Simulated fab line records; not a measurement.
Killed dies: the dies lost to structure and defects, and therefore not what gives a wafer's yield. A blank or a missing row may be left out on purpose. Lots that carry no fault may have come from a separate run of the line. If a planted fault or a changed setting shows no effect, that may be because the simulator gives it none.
Chamber matching    flow n5 finfet    N5_SD_EPI_P_ETCH_36 on rie diel-06: 4 sister chambers
The step etches SiARC in CF4, target depth 45.5 nm, time 75.8 s. 4 wafers are shown with their chamber, then 9 later ones without.

EACH WAFER AND ITS CHAMBER
wafer   chamber  drypump motor current A (A)
L083.3  1        5.4
L084.5  2        6.0
L085.3  3        5.2
L085.6  0        5.6

WAFERS WITH NO CHAMBER GIVEN
wafer   drypump motor current A (A)
L087.1  6.1
L087.2  5.4
L087.5  6.1
L088.3  5.6
L088.4  6.1
L088.5  5.4
L090.2  5.6
L090.5  6.1
L090.6  5.2

WHICH CHAMBER EACH ONE RAN IN
wafer   from the rows above  in truth
L087.1  2                    2
L087.2  1                    1
L087.5  2                    2
L088.3  0                    0
L088.4  2                    2
L088.5  1                    1
L090.2  0                    0
L090.5  2                    2
L090.6  3                    3
Correctly placed: 9 of 9. Number that these rows cannot place: 0. 0 placed wrongly.
How it was worked out, from the rows above alone: a wafer's distance from a chamber is the root of the sum, over the readings, of the square of ((its reading less the chamber's mean) divided by the reading's scatter). The wafer belongs to the nearest chamber; if the next one is less than 2 further off, it can't be placed. Each chamber's mean is taken over the wafers shown for it. The scatter: root of mean squared gap, hidden wafer to nearest shown wafer, with one shown wafer a chamber.
